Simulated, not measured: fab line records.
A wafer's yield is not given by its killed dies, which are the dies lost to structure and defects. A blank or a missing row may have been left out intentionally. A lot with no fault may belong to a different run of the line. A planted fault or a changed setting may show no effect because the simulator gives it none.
fab line records || flow nandHarc || part 2 of 2: steps 26 to 40 of 40
record: {"lots": 5, "wafers": 15, "lastDay": 23}
route steps=1159 shown A_CHANNEL_FILL_D1@503 A_STAIRCASE@519
lots with no fault: from the same line, run without faults
startH: hours from the record's opening day to when the first of the lot's shown wafers began || waitH: hours elapsed since this lot's preceding step || " the same as in the row above || L1.1+2: one row covering several wafers at once || - value missing, or start not given || * or withheld: withheld || < > ~ a bound
route shown NAME@n: NAME is a module with steps in the file, n the number in the route of the first one || usual: mean and standard deviation over wafers with no fault || same: alike in all rows || chamber/n: place in a boat || sites: each site's reading || _std_site: their standard deviation || _edge_site: the outer-site mean with the inner-site mean subtracted || radiusMm: how far each site lies from the wafer's centre || mask NAME#n: copy n || behind: the most recent tool/chamber to have shaped the wafer || hold: why the lot went on hold/how many hours it stayed there/how the hold came to an end || device: which transistor (n, p or np) failed to switch || end of line: the same wafers' tests at the end of the route || a step without rows: its recipe alone || killed: dies that structure and defects cost at the first sort, which is not the same as the wafer's yield || map: a wafer's dies, marking killed ones x, the rest . and places with no die _
set.NAME: the setting as run; set.NAME@STEP: as run at that earlier step || model.NAME: the simulator's own value behind a step, which no gauge read
lots at selected steps of the route; one table per step, one row per wafer
services: a tool's chamber out of use, with start hour (startH, from the record's first day; less than 0 if before it), hours out, and reason
== steps ==
step: NHARC_A_STAIRCASE_ETCH_170
recipe: {"targetDepthA": 2000, "timeS": 66.667, "ionEnergyEv": 250, "c4f6FlowSccm": 25, "o2FlowSccm": 20, "arFlowSccm": 500, "rfW": 600, "biasW": 500, "chemistry": "C4F6/O2"}
usual: {"c4f6FlowSccm": "25.00/0.07", "drypumpMotorCurrentA": "5.8/0.43", "oesProductAu": "0.968/0.02", "rfFwdPowerW": "594.5/2.5", "rfVppV": "546/3.7", "showerheadPlenumPTorr": "3.90/0.18", "throttleValvePct": "26.903/0.01"}
{"lot.wafer": "L079.2", "tool": "rieDiel-10", "chamber": 3, "startH": "-", "waitH": "-", "c4f6FlowSccm": 25.00, "drypumpMotorCurrentA": 6.0, "oesProductAu": 0.976, "rfFwdPowerW": 590.7, "rfHoursCounterH": 40, "rfVppV": 549, "showerheadPlenumPTorr": 4.02, "throttleValvePct": 26.899}
{"lot.wafer": "L079.3", "tool": "rieDiel-10", "chamber": 0, "startH": "-", "waitH": "-", "c4f6FlowSccm": 24.94, "drypumpMotorCurrentA": 6.3, "oesProductAu": 0.963, "rfFwdPowerW": 595.4, "rfHoursCounterH": 6, "rfVppV": 550, "showerheadPlenumPTorr": 4.14, "throttleValvePct": 26.898}
{"lot.wafer": "L079.1", "tool": "rieDiel-10", "chamber": 2, "startH": "-", "waitH": "-", "c4f6FlowSccm": 24.95, "drypumpMotorCurrentA": 5.6, "oesProductAu": 0.978, "rfFwdPowerW": 597.1, "rfHoursCounterH": 37, "rfVppV": 545, "showerheadPlenumPTorr": 3.81, "throttleValvePct": 26.917}
{"lot.wafer": "L080.2", "tool": "rieDiel-10", "chamber": 3, "startH": "-", "waitH": "-", "c4f6FlowSccm": 25.11, "drypumpMotorCurrentA": 6.0, "oesProductAu": 0.964, "rfFwdPowerW": 588.3, "rfHoursCounterH": 40, "rfVppV": 547, "showerheadPlenumPTorr": 4.02, "throttleValvePct": 26.901}
{"lot.wafer": "L080.1", "tool": "rieDiel-10", "chamber": 0, "startH": "-", "waitH": "-", "c4f6FlowSccm": 24.89, "drypumpMotorCurrentA": 6.3, "oesProductAu": 0.977, "rfFwdPowerW": 594.5, "rfHoursCounterH": 6, "rfVppV": 553, "showerheadPlenumPTorr": 4.14, "throttleValvePct": 26.898}
{"lot.wafer": "L080.6", "tool": "rieDiel-10", "chamber": 0, "startH": "-", "waitH": "-", "c4f6FlowSccm": 24.84, "drypumpMotorCurrentA": 6.3, "oesProductAu": 0.969, "rfFwdPowerW": 594.4, "rfHoursCounterH": "-", "rfVppV": 552, "showerheadPlenumPTorr": 4.14, "throttleValvePct": 26.898}
{"lot.wafer": "L084.4", "tool": "rieDiel-10", "chamber": 1, "startH": "-", "waitH": "-", "c4f6FlowSccm": 24.94, "drypumpMotorCurrentA": 6.3, "oesProductAu": 0.969, "rfFwdPowerW": 596.1, "rfHoursCounterH": 50, "rfVppV": 541, "showerheadPlenumPTorr": 3.64, "throttleValvePct": 26.900}
{"lot.wafer": "L084.6", "tool": "rieDiel-10", "chamber": 1, "startH": "-", "waitH": "-", "c4f6FlowSccm": 24.93, "drypumpMotorCurrentA": 6.3, "oesProductAu": 0.958, "rfFwdPowerW": 591.0, "rfHoursCounterH": "-", "rfVppV": 542, "showerheadPlenumPTorr": 3.64, "throttleValvePct": 26.915}
{"lot.wafer": "L084.5", "tool": "rieDiel-10", "chamber": 2, "startH": "-", "waitH": "-", "c4f6FlowSccm": 25.11, "drypumpMotorCurrentA": 5.6, "oesProductAu": 0.977, "rfFwdPowerW": 599.2, "rfHoursCounterH": "-", "rfVppV": 546, "showerheadPlenumPTorr": 3.81, "throttleValvePct": 26.913}
{"lot.wafer": "L091.3", "tool": "rieDiel-11", "chamber": 0, "startH": "-", "waitH": "-", "c4f6FlowSccm": 24.95, "drypumpMotorCurrentA": 6.1, "oesProductAu": 0.952, "rfFwdPowerW": 589.8, "rfHoursCounterH": 57, "rfVppV": 547, "showerheadPlenumPTorr": 3.95, "throttleValvePct": 26.900}
{"lot.wafer": "L091.4", "tool": "rieDiel-11", "chamber": 2, "startH": "-", "waitH": "-", "c4f6FlowSccm": 24.99, "drypumpMotorCurrentA": 6.5, "oesProductAu": 0.992, "rfFwdPowerW": 593.0, "rfHoursCounterH": 32, "rfVppV": 548, "showerheadPlenumPTorr": 3.96, "throttleValvePct": 26.898}
{"lot.wafer": "L091.5", "tool": "rieDiel-11", "chamber": 0, "startH": "-", "waitH": "-", "c4f6FlowSccm": 24.90, "drypumpMotorCurrentA": 6.1, "oesProductAu": 0.955, "rfFwdPowerW": 593.1, "rfHoursCounterH": "-", "rfVppV": 546, "showerheadPlenumPTorr": 3.95, "throttleValvePct": 26.890}
{"lot.wafer": "L093.4", "tool": "rieDiel-10", "chamber": 3, "startH": "-", "waitH": "-", "c4f6FlowSccm": 25.10, "drypumpMotorCurrentA": 6.0, "oesProductAu": 0.954, "rfFwdPowerW": 593.6, "rfHoursCounterH": 68, "rfVppV": 549, "showerheadPlenumPTorr": 4.00, "throttleValvePct": 26.903}
{"lot.wafer": "L093.1", "tool": "rieDiel-10", "chamber": 0, "startH": "-", "waitH": "-", "c4f6FlowSccm": 25.03, "drypumpMotorCurrentA": 6.3, "oesProductAu": 0.974, "rfFwdPowerW": 595.7, "rfHoursCounterH": 33, "rfVppV": 550, "showerheadPlenumPTorr": 4.13, "throttleValvePct": 26.922}
{"lot.wafer": "L093.2", "tool": "rieDiel-10", "chamber": 1, "startH": "-", "waitH": "-", "c4f6FlowSccm": 25.03, "drypumpMotorCurrentA": 6.3, "oesProductAu": 0.948, "rfFwdPowerW": 599.4, "rfHoursCounterH": 63, "rfVppV": 553, "showerheadPlenumPTorr": 4.23, "throttleValvePct": 26.924}
step: NHARC_A_STAIRCASE_STRIP_171
recipe: {"powerW": 1500, "tempC": 250, "chemistry": "O2"}
usual: {"drypumpMotorCurrentA": "5.66/0.3", "heaterPowerW": "323/26"}
{"lot.wafer": "L079.2", "tool": "plasmaAsher-01", "chamber": 1, "startH": 266.92, "waitH": "-", "drypumpMotorCurrentA": 5.75, "heaterPowerW": 351, "rfHoursCounterH": 53}
{"lot.wafer": "L079.1", "tool": "plasmaAsher-01", "chamber": 0, "startH": 266.92, "waitH": "-", "drypumpMotorCurrentA": 5.51, "heaterPowerW": 290, "rfHoursCounterH": 53}
{"lot.wafer": "L079.3", "tool": "plasmaAsher-01", "chamber": 0, "startH": 266.92, "waitH": "-", "drypumpMotorCurrentA": 5.52, "heaterPowerW": 307, "rfHoursCounterH": "-"}
{"lot.wafer": "L080.2", "tool": "plasmaAsher-02", "chamber": 1, "startH": 267.36, "waitH": "-", "drypumpMotorCurrentA": 6.12, "heaterPowerW": 316, "rfHoursCounterH": 24}
{"lot.wafer": "L080.1", "tool": "plasmaAsher-02", "chamber": 0, "startH": 267.36, "waitH": "-", "drypumpMotorCurrentA": 5.27, "heaterPowerW": 340, "rfHoursCounterH": 24}
{"lot.wafer": "L080.6", "tool": "plasmaAsher-02", "chamber": 0, "startH": 267.36, "waitH": "-", "drypumpMotorCurrentA": 5.29, "heaterPowerW": 345, "rfHoursCounterH": "-"}
{"lot.wafer": "L084.4", "tool": "plasmaAsher-01", "chamber": 0, "startH": 290.47, "waitH": "-", "drypumpMotorCurrentA": 5.51, "heaterPowerW": 284, "rfHoursCounterH": "-"}
{"lot.wafer": "L084.6", "tool": "plasmaAsher-01", "chamber": 1, "startH": 290.47, "waitH": "-", "drypumpMotorCurrentA": 5.75, "heaterPowerW": 350, "rfHoursCounterH": "-"}
{"lot.wafer": "L084.5", "tool": "plasmaAsher-01", "chamber": 0, "startH": 290.47, "waitH": "-", "drypumpMotorCurrentA": 5.50, "heaterPowerW": 273, "rfHoursCounterH": "-"}
{"lot.wafer": "L091.3", "tool": "plasmaAsher-02", "chamber": 0, "startH": 338.37, "waitH": "-", "drypumpMotorCurrentA": 5.30, "heaterPowerW": 339, "rfHoursCounterH": "-"}
{"lot.wafer": "L091.4", "tool": "plasmaAsher-02", "chamber": 1, "startH": 338.37, "waitH": "-", "drypumpMotorCurrentA": 6.06, "heaterPowerW": 314, "rfHoursCounterH": "-"}
{"lot.wafer": "L091.5", "tool": "plasmaAsher-02", "chamber": 0, "startH": 338.37, "waitH": "-", "drypumpMotorCurrentA": 5.26, "heaterPowerW": 334, "rfHoursCounterH": "-"}
{"lot.wafer": "L093.2", "tool": "plasmaAsher-02", "chamber": 0, "startH": 343.84, "waitH": "-", "drypumpMotorCurrentA": 5.31, "heaterPowerW": 343, "rfHoursCounterH": 55}
{"lot.wafer": "L093.1", "tool": "plasmaAsher-02", "chamber": 1, "startH": 343.84, "waitH": "-", "drypumpMotorCurrentA": 6.12, "heaterPowerW": 313, "rfHoursCounterH": 55}
{"lot.wafer": "L093.4", "tool": "plasmaAsher-02", "chamber": 0, "startH": 343.84, "waitH": "-", "drypumpMotorCurrentA": 5.30, "heaterPowerW": 339, "rfHoursCounterH": "-"}
step: NHARC_A_STAIRCASE_STRIP_172
recipe: {"timeS": 900, "tempC": 130, "chemistry": "SPM"}
{"lot.wafer": "L079.3+1+2", "tool": "wetBench-03", "chamber": "1,3,4", "startH": 267.27, "waitH": 0.2}
{"lot.wafer": "L080.2+1+6", "tool": "wetBench-04", "chamber": "4,5,6", "startH": 267.72, "waitH": 0.3}
{"lot.wafer": "L084.6+4+5", "tool": "wetBench-01", "chamber": "7,0,2", "startH": 290.70, "waitH": 0.1}
{"lot.wafer": "L091.4+3+5", "tool": "wetBench-03", "chamber": "7,0,2", "startH": 338.64, "waitH": 0.2}
{"lot.wafer": "L093.4+2+1", "tool": "wetBench-03", "chamber": "0,1,2", "startH": 344.21, "waitH": 0.2}
step: NHARC_A_STAIRCASE_PRECLEAN_173
recipe: {"timeS": "*", "tempC": 50, "bathAgeMin": 0, "chemistry": "SC1"}
{"lot.wafer": "L079.3+1+2", "tool": "wetBench-03", "chamber": "1,3,4", "startH": "-", "waitH": "-"}
{"lot.wafer": "L080.2+1+6", "tool": "wetBench-04", "chamber": "4,5,6", "startH": "-", "waitH": "-"}
{"lot.wafer": "L084.6+4+5", "tool": "wetBench-01", "chamber": "7,0,2", "startH": "-", "waitH": "-"}
{"lot.wafer": "L091.4+3+5", "tool": "wetBench-03", "chamber": "7,0,2", "startH": "-", "waitH": "-"}
{"lot.wafer": "L093.4+2+1", "tool": "wetBench-03", "chamber": "0,1,2", "startH": "-", "waitH": "-"}
step: NHARC_A_STAIRCASE_SRD_174
{"lot.wafer": "L079.3+1+2", "tool": "wetBench-03", "chamber": "1,3,4", "startH": "-", "waitH": "-"}
{"lot.wafer": "L080.2+1+6", "tool": "wetBench-04", "chamber": "4,5,6", "startH": "-", "waitH": "-"}
{"lot.wafer": "L084.6+4+5", "tool": "wetBench-01", "chamber": "7,0,2", "startH": "-", "waitH": "-"}
{"lot.wafer": "L091.4+3+5", "tool": "wetBench-03", "chamber": "7,0,2", "startH": "-", "waitH": "-"}
{"lot.wafer": "L093.4+2+1", "tool": "wetBench-03", "chamber": "0,1,2", "startH": "-", "waitH": "-"}
step: NHARC_A_STAIRCASE_DEHYDRATE_01
recipe: {"tempC": 150, "timeS": 120}
{"lot.wafer": "L079.1+2+3", "tool": "lithoTrack-05", "chamber": 0, "startH": 267.74, "waitH": "-"}
{"lot.wafer": "L080.1+2+6", "tool": "lithoTrack-07", "chamber": 0, "startH": 268.17, "waitH": "-"}
{"lot.wafer": "L084.4+5+6", "tool": "lithoTrack-03", "chamber": 0, "startH": 291.14, "waitH": "-"}
{"lot.wafer": "L091.3+4+5", "tool": "lithoTrack-07", "chamber": 0, "startH": 339.08, "waitH": "-"}
{"lot.wafer": "L093.1+2+4", "tool": "lithoTrack-03", "chamber": 0, "startH": 344.64, "waitH": "-"}
step: NHARC_A_STAIRCASE_HMDS_02
recipe: {"timeS": 30}
{"lot.wafer": "L079.1+2+3", "tool": "lithoTrack-05", "chamber": 0, "startH": "-", "waitH": "-"}
{"lot.wafer": "L080.1+2+6", "tool": "lithoTrack-07", "chamber": 0, "startH": "-", "waitH": "-"}
{"lot.wafer": "L084.4+5+6", "tool": "lithoTrack-03", "chamber": 0, "startH": "-", "waitH": "-"}
{"lot.wafer": "L091.3+4+5", "tool": "lithoTrack-07", "chamber": 0, "startH": "-", "waitH": "-"}
{"lot.wafer": "L093.1+2+4", "tool": "lithoTrack-03", "chamber": 0, "startH": "-", "waitH": "-"}
step: NHARC_A_STAIRCASE_COAT_03
recipe: {"spinRpm": 1200}
{"lot.wafer": "L079.1+2+3", "tool": "lithoTrack-05", "chamber": 0, "startH": "-", "waitH": "-"}
{"lot.wafer": "L080.1+2+6", "tool": "lithoTrack-07", "chamber": 0, "startH": "-", "waitH": "-"}
{"lot.wafer": "L084.4+5+6", "tool": "lithoTrack-03", "chamber": 0, "startH": "-", "waitH": "-"}
{"lot.wafer": "L091.3+4+5", "tool": "lithoTrack-07", "chamber": 0, "startH": "-", "waitH": "-"}
{"lot.wafer": "L093.1+2+4", "tool": "lithoTrack-03", "chamber": 0, "startH": "-", "waitH": "-"}
step: NHARC_A_STAIRCASE_SOFTBAKE_04
recipe: {"tempC": 135, "timeS": 170}
{"lot.wafer": "L079.1+2+3", "tool": "lithoTrack-05", "chamber": 0, "startH": "-", "waitH": "-"}
{"lot.wafer": "L080.1+2+6", "tool": "lithoTrack-07", "chamber": 0, "startH": "-", "waitH": "-"}
{"lot.wafer": "L084.4+5+6", "tool": "lithoTrack-03", "chamber": 0, "startH": "-", "waitH": "-"}
{"lot.wafer": "L091.3+4+5", "tool": "lithoTrack-07", "chamber": 0, "startH": "-", "waitH": "-"}
{"lot.wafer": "L093.1+2+4", "tool": "lithoTrack-03", "chamber": 0, "startH": "-", "waitH": "-"}
step: NHARC_A_STAIRCASE_EBR_05
{"lot.wafer": "L079.1+2+3", "tool": "lithoTrack-05", "chamber": 0, "startH": "-", "waitH": "-"}
{"lot.wafer": "L080.1+2+6", "tool": "lithoTrack-07", "chamber": 0, "startH": "-", "waitH": "-"}
{"lot.wafer": "L084.4+5+6", "tool": "lithoTrack-03", "chamber": 0, "startH": "-", "waitH": "-"}
{"lot.wafer": "L091.3+4+5", "tool": "lithoTrack-07", "chamber": 0, "startH": "-", "waitH": "-"}
{"lot.wafer": "L093.1+2+4", "tool": "lithoTrack-03", "chamber": 0, "startH": "-", "waitH": "-"}
step: NHARC_A_STAIRCASE_EXPOSE_06
recipe: {"na": 0.5, "doseMj": 25.43, "maskId": "STAIR"}
usual: {"exposureDoseMJCm2": "25.431/0.025"}
{"lot.wafer": "L079.1", "tool": "krfScanner-02", "chamber": 0, "startH": 268.07, "waitH": "-", "mask": "STAIR#0", "exposureDoseMJCm2": 25.393}
{"lot.wafer": "L079.2", "tool": "krfScanner-02", "chamber": 0, "startH": 268.07, "waitH": "-", "mask": "STAIR#0", "exposureDoseMJCm2": 25.428}
{"lot.wafer": "L079.3", "tool": "krfScanner-02", "chamber": 0, "startH": 268.07, "waitH": "-", "mask": "STAIR#0", "exposureDoseMJCm2": 25.421}
{"lot.wafer": "L080.1", "tool": "krfScanner-01", "chamber": 0, "startH": 268.50, "waitH": "-", "mask": "STAIR#0", "exposureDoseMJCm2": 25.467}
{"lot.wafer": "L080.2", "tool": "krfScanner-01", "chamber": 0, "startH": 268.50, "waitH": "-", "mask": "STAIR#0", "exposureDoseMJCm2": 25.440}
{"lot.wafer": "L080.6", "tool": "krfScanner-01", "chamber": 0, "startH": 268.50, "waitH": "-", "mask": "STAIR#0", "exposureDoseMJCm2": 25.413}
{"lot.wafer": "L084.4", "tool": "krfScanner-03", "chamber": 0, "startH": 291.49, "waitH": "-", "mask": "STAIR#0", "exposureDoseMJCm2": 25.443}
{"lot.wafer": "L084.5", "tool": "krfScanner-03", "chamber": 0, "startH": 291.49, "waitH": "-", "mask": "STAIR#0", "exposureDoseMJCm2": 25.426}
{"lot.wafer": "L084.6", "tool": "krfScanner-03", "chamber": 0, "startH": 291.49, "waitH": "-", "mask": "STAIR#0", "exposureDoseMJCm2": 25.461}
{"lot.wafer": "L091.3", "tool": "krfScanner-01", "chamber": 0, "startH": 339.30, "waitH": "-", "mask": "STAIR#0", "exposureDoseMJCm2": 25.407}
{"lot.wafer": "L091.4", "tool": "krfScanner-01", "chamber": 0, "startH": 339.30, "waitH": "-", "mask": "STAIR#0", "exposureDoseMJCm2": 25.411}
{"lot.wafer": "L091.5", "tool": "krfScanner-01", "chamber": 0, "startH": 339.30, "waitH": "-", "mask": "STAIR#0", "exposureDoseMJCm2": 25.456}
{"lot.wafer": "L093.1", "tool": "krfScanner-01", "chamber": 0, "startH": 344.97, "waitH": "-", "mask": "STAIR#0", "exposureDoseMJCm2": 25.469}
{"lot.wafer": "L093.2", "tool": "krfScanner-01", "chamber": 0, "startH": 344.97, "waitH": "-", "mask": "STAIR#0", "exposureDoseMJCm2": 25.467}
{"lot.wafer": "L093.4", "tool": "krfScanner-01", "chamber": 0, "startH": 344.97, "waitH": "-", "mask": "STAIR#0", "exposureDoseMJCm2": 25.429}
step: NHARC_A_STAIRCASE_PEB_07
recipe: {"pebTempC": 115, "pebTimeS": 130}
{"lot.wafer": "L079.1+2+3", "tool": "lithoTrack-05", "chamber": 0, "startH": 268.14, "waitH": 0.1}
{"lot.wafer": "L080.1+2+6", "tool": "lithoTrack-07", "chamber": 0, "startH": 268.57, "waitH": 0.1}
{"lot.wafer": "L084.4+5+6", "tool": "lithoTrack-05", "chamber": 0, "startH": 291.54, "waitH": 0.0}
{"lot.wafer": "L091.3+4+5", "tool": "lithoTrack-03", "chamber": 0, "startH": 339.36, "waitH": 0.0}
{"lot.wafer": "L093.1+2+4", "tool": "lithoTrack-05", "chamber": 0, "startH": 345.04, "waitH": 0.1}
step: NHARC_A_STAIRCASE_DEVELOP_08
recipe: {"timeS": 140}
{"lot.wafer": "L079.1+2+3", "tool": "lithoTrack-05", "chamber": 0, "startH": "-", "waitH": "-"}
{"lot.wafer": "L080.1+2+6", "tool": "lithoTrack-07", "chamber": 0, "startH": "-", "waitH": "-"}
{"lot.wafer": "L084.4+5+6", "tool": "lithoTrack-05", "chamber": 0, "startH": "-", "waitH": "-"}
{"lot.wafer": "L091.3+4+5", "tool": "lithoTrack-03", "chamber": 0, "startH": "-", "waitH": "-"}
{"lot.wafer": "L093.1+2+4", "tool": "lithoTrack-05", "chamber": 0, "startH": "-", "waitH": "-"}
step: NHARC_A_STAIRCASE_HARDBAKE_10
recipe: {"tempC": 120, "timeS": 140}
{"lot.wafer": "L079.1+2+3", "tool": "lithoTrack-05", "chamber": 0, "startH": 268.37, "waitH": "-"}
{"lot.wafer": "L080.1+2+6", "tool": "lithoTrack-03", "chamber": 0, "startH": 268.79, "waitH": "-"}
{"lot.wafer": "L084.4+5+6", "tool": "lithoTrack-05", "chamber": 0, "startH": 291.77, "waitH": "-"}
{"lot.wafer": "L091.3+4+5", "tool": "lithoTrack-05", "chamber": 0, "startH": 339.58, "waitH": "-"}
{"lot.wafer": "L093.1+2+4", "tool": "lithoTrack-05", "chamber": 0, "startH": 345.25, "waitH": "-"}
step: NHARC_A_STAIRCASE_DESCUM_11
recipe: {"timeS": 3, "o2FlowSccm": 200, "arFlowSccm": 0, "biasPowerW": 0, "chemistry": "O2"}
usual: {"drypumpMotorCurrentA": "5.8/0.47", "oesProductAu": "1.000/0.015", "rfVppV": "57.7/0.9", "showerheadPlenumPTorr": "1.90/0.093", "throttleValvePct": "11.311/0.0096"}
{"lot.wafer": "L079.2", "tool": "rieDiel-13", "chamber": 3, "startH": 268.46, "waitH": "-", "drypumpMotorCurrentA": 4.9, "oesProductAu": 1.026, "rfHoursCounterH": 59, "rfVppV": 57.0, "showerheadPlenumPTorr": 1.80, "throttleValvePct": 11.297}
{"lot.wafer": "L079.3", "tool": "rieDiel-13", "chamber": 1, "startH": 268.46, "waitH": "-", "drypumpMotorCurrentA": 5.6, "oesProductAu": 0.995, "rfHoursCounterH": 67, "rfVppV": 57.7, "showerheadPlenumPTorr": 1.86, "throttleValvePct": 11.311}
{"lot.wafer": "L079.1", "tool": "rieDiel-13", "chamber": 2, "startH": 268.46, "waitH": "-", "drypumpMotorCurrentA": 5.4, "oesProductAu": 1.020, "rfHoursCounterH": 66, "rfVppV": 58.4, "showerheadPlenumPTorr": 2.01, "throttleValvePct": 11.326}
{"lot.wafer": "L080.1", "tool": "rieDiel-10", "chamber": 2, "startH": 268.90, "waitH": "-", "drypumpMotorCurrentA": 5.6, "oesProductAu": 1.003, "rfHoursCounterH": 37, "rfVppV": 57.1, "showerheadPlenumPTorr": 1.85, "throttleValvePct": 11.310}
{"lot.wafer": "L080.2", "tool": "rieDiel-10", "chamber": 3, "startH": 268.90, "waitH": "-", "drypumpMotorCurrentA": 6.1, "oesProductAu": 0.992, "rfHoursCounterH": 40, "rfVppV": 58.0, "showerheadPlenumPTorr": 1.97, "throttleValvePct": 11.311}
{"lot.wafer": "L080.6", "tool": "rieDiel-10", "chamber": 1, "startH": 268.90, "waitH": "-", "drypumpMotorCurrentA": 6.3, "oesProductAu": 1.004, "rfHoursCounterH": "-", "rfVppV": 57.8, "showerheadPlenumPTorr": 1.76, "throttleValvePct": 11.316}
{"lot.wafer": "L084.4", "tool": "rieDiel-13", "chamber": 1, "startH": 291.87, "waitH": "-", "drypumpMotorCurrentA": 5.6, "oesProductAu": 0.988, "rfHoursCounterH": 3, "rfVppV": 58.2, "showerheadPlenumPTorr": 1.86, "throttleValvePct": 11.317}
{"lot.wafer": "L084.6", "tool": "rieDiel-13", "chamber": 2, "startH": 291.87, "waitH": "-", "drypumpMotorCurrentA": 5.4, "oesProductAu": 0.984, "rfHoursCounterH": "-", "rfVppV": 58.1, "showerheadPlenumPTorr": 2.00, "throttleValvePct": 11.303}
{"lot.wafer": "L084.5", "tool": "rieDiel-13", "chamber": 3, "startH": 291.87, "waitH": "-", "drypumpMotorCurrentA": 4.9, "oesProductAu": 1.014, "rfHoursCounterH": "-", "rfVppV": 58.0, "showerheadPlenumPTorr": 1.80, "throttleValvePct": 11.320}
{"lot.wafer": "L091.3", "tool": "rieDiel-10", "chamber": 3, "startH": 339.67, "waitH": "-", "drypumpMotorCurrentA": 6.0, "oesProductAu": 1.000, "rfHoursCounterH": 67, "rfVppV": 57.4, "showerheadPlenumPTorr": 1.96, "throttleValvePct": 11.309}
{"lot.wafer": "L091.5", "tool": "rieDiel-10", "chamber": 3, "startH": 339.67, "waitH": "-", "drypumpMotorCurrentA": 6.0, "oesProductAu": 1.000, "rfHoursCounterH": "-", "rfVppV": 58.4, "showerheadPlenumPTorr": 1.96, "throttleValvePct": 11.289}
{"lot.wafer": "L091.4", "tool": "rieDiel-10", "chamber": 0, "startH": 339.67, "waitH": "-", "drypumpMotorCurrentA": 6.3, "oesProductAu": 1.005, "rfHoursCounterH": "-", "rfVppV": 56.5, "showerheadPlenumPTorr": 2.02, "throttleValvePct": 11.292}
{"lot.wafer": "L093.2", "tool": "rieDiel-13", "chamber": 0, "startH": 345.35, "waitH": "-", "drypumpMotorCurrentA": 5.2, "oesProductAu": 1.022, "rfHoursCounterH": 23, "rfVppV": 58.7, "showerheadPlenumPTorr": 2.07, "throttleValvePct": 11.312}
{"lot.wafer": "L093.4", "tool": "rieDiel-13", "chamber": 1, "startH": 345.35, "waitH": "-", "drypumpMotorCurrentA": 5.6, "oesProductAu": 0.986, "rfHoursCounterH": 23, "rfVppV": 59.1, "showerheadPlenumPTorr": 1.85, "throttleValvePct": 11.321}
{"lot.wafer": "L093.1", "tool": "rieDiel-13", "chamber": 3, "startH": 345.35, "waitH": "-", "drypumpMotorCurrentA": 4.9, "oesProductAu": 1.017, "rfHoursCounterH": 22, "rfVppV": 55.7, "showerheadPlenumPTorr": 1.79, "throttleValvePct": 11.309}
== services ==
{"tool": "rieDiel-06", "chamber": 0, "startH": 223.46, "hours": 7.6, "kind": "repair"}
{"tool": "rieDiel-07", "chamber": "-", "startH": 228.20, "hours": 9.0, "kind": "pm"}
{"tool": "aldHk-01", "chamber": "-", "startH": 231.53, "hours": 10.0, "kind": "pm"}
{"tool": "lithoTrack-05", "chamber": "-", "startH": 237.00, "hours": 7.0, "kind": "pm"}
{"tool": "rieDiel-11", "chamber": "-", "startH": 237.80, "hours": 0.4, "kind": "repair"}
{"tool": "rieDiel-06", "chamber": "-", "startH": 241.20, "hours": 9.0, "kind": "pm"}
{"tool": "krfScanner-03", "chamber": "-", "startH": 244.37, "hours": 3.2, "kind": "repair"}
{"tool": "cmp-03", "chamber": "-", "startH": 254.00, "hours": 4.0, "kind": "pm"}
{"tool": "krfScanner-01", "chamber": "-", "startH": 256.00, "hours": 4.0, "kind": "pm"}
{"tool": "rieDiel-07", "chamber": 3, "startH": 256.00, "hours": 18.3, "kind": "repair"}
{"tool": "wetBench-03", "chamber": "-", "startH": 256.91, "hours": 5.2, "kind": "repair"}
{"tool": "krfScanner-03", "chamber": "-", "startH": 257.99, "hours": 1.3, "kind": "repair"}
{"tool": "cmp-03", "chamber": "-", "startH": 269.83, "hours": 1.2, "kind": "repair"}
{"tool": "rieDiel-07", "chamber": 0, "startH": 276.53, "hours": 24.4, "kind": "repair"}
{"tool": "pecvd-03", "chamber": "-", "startH": 292.30, "hours": 13.0, "kind": "pm"}
{"tool": "krfScanner-03", "chamber": "-", "startH": 301.96, "hours": 6.2, "kind": "repair"}
{"tool": "wetBench-06", "chamber": "-", "startH": 305.60, "hours": 8.0, "kind": "pm"}
{"tool": "wetBench-06", "chamber": "-", "startH": 321.71, "hours": 0.9, "kind": "repair"}
{"tool": "wetBench-03", "chamber": "-", "startH": 322.41, "hours": 8.0, "kind": "pm"}
{"tool": "rieDiel-06", "chamber": 0, "startH": 335.51, "hours": 3.5, "kind": "repair"}
{"tool": "rieDiel-07", "chamber": 0, "startH": 337.43, "hours": 3.2, "kind": "repair"}
{"tool": "rieDiel-06", "chamber": 1, "startH": 339.23, "hours": 1.5, "kind": "repair"}
{"tool": "krfScanner-03", "chamber": "-", "startH": 340.00, "hours": 4.0, "kind": "pm"}
{"tool": "rieDiel-10", "chamber": 2, "startH": 344.04, "hours": 9.2, "kind": "repair"}
